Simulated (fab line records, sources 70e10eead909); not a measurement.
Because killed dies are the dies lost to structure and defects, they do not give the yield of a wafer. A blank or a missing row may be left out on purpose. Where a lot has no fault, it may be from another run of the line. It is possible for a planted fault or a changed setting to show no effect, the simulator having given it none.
2 desks looking at one fault + flow nandHarc + each desk holds nothing but its own numbers, with what lay behind them at the end

METROLOGY DESK
What the gauges read, lot by lot, whatever tool the lot ran on: means of the sampled wafers that have a number. If a lot's mean is further than 4 standard deviations from the usual mean, the lot is out of limits and carries the mark OUT (the distance appears in the brackets).
Columns: A = cdNm at NHARC_THIN_TSV_CD_MEAS_12, usual 999.7 nm
| lot  | first seen here | A      |
|------|-----------------|--------|
| L387 | day 24 21:09    | 1000.6 |
| L388 | day 24 22:22    | 998.3  |
| L389 | day 25 14:03    | 1001.8 |
| L393 | day 26 16:18    | 1001.0 |
| L395 | day 27 07:02    | 999.9  |
| L394 | day 27 08:20    | 1001.9 |
| L396 | day 28 04:02    | 998.4  |
| L401 | day 30 00:53    | 999.4  |
| L407 | day 31 12:41    | 998.9  |
| L405 | day 31 15:41    | 999.9  |
| L409 | day 33 07:52    | 1002.2 |
| L410 | day 33 18:29    | 1000.6 |
This desk found nothing out of limits on any of the 12 lots.

DESK OF THE TOOL OWNER: aldSinBatch-01
The tool's own readings at NHARC_A_CHANNEL_FILL_D2_ALD_03 (deposits SiNx, target thk 6 nm, pulse time 60 s, ald cycles 58): means of the sampled wafers that have a number, for each lot that ran on this tool. If a lot's mean is further than 4 standard deviations from the usual mean, the lot is out of limits and carries the mark OUT (the distance appears in the brackets).
Columns: A = chamberPressureTorr at NHARC_A_CHANNEL_FILL_D2_ALD_03, usual 1.999 Torr; B = precursorPulseHeightRel at NHARC_A_CHANNEL_FILL_D2_ALD_03, usual 0.998
| lot  | first seen here | A     | B     |
|------|-----------------|-------|-------|
| L388 | day 15 01:41    | 1.996 | 0.998 |
| L389 | day 15 01:41    | 1.994 | 0.999 |
| L393 | day 15 19:43    | 1.999 | 0.995 |
| L394 | day 16 10:27    | 1.998 | 0.996 |
| L395 | day 16 21:17    | 2.002 | 1.011 |
| L396 | day 17 17:35    | 1.997 | 1.006 |
| L405 | day 21 16:56    | 1.998 | 0.994 |
| L407 | day 21 16:56    | 1.999 | 0.981 |
This desk found nothing out of limits on any of the 8 lots.

BROUGHT TOGETHER
The metrology desk saw nothing out of limits.
Nothing out of limits was seen by the tool owner's desk.

WHAT HAD BEEN PUT IN BY THE SIMULATOR
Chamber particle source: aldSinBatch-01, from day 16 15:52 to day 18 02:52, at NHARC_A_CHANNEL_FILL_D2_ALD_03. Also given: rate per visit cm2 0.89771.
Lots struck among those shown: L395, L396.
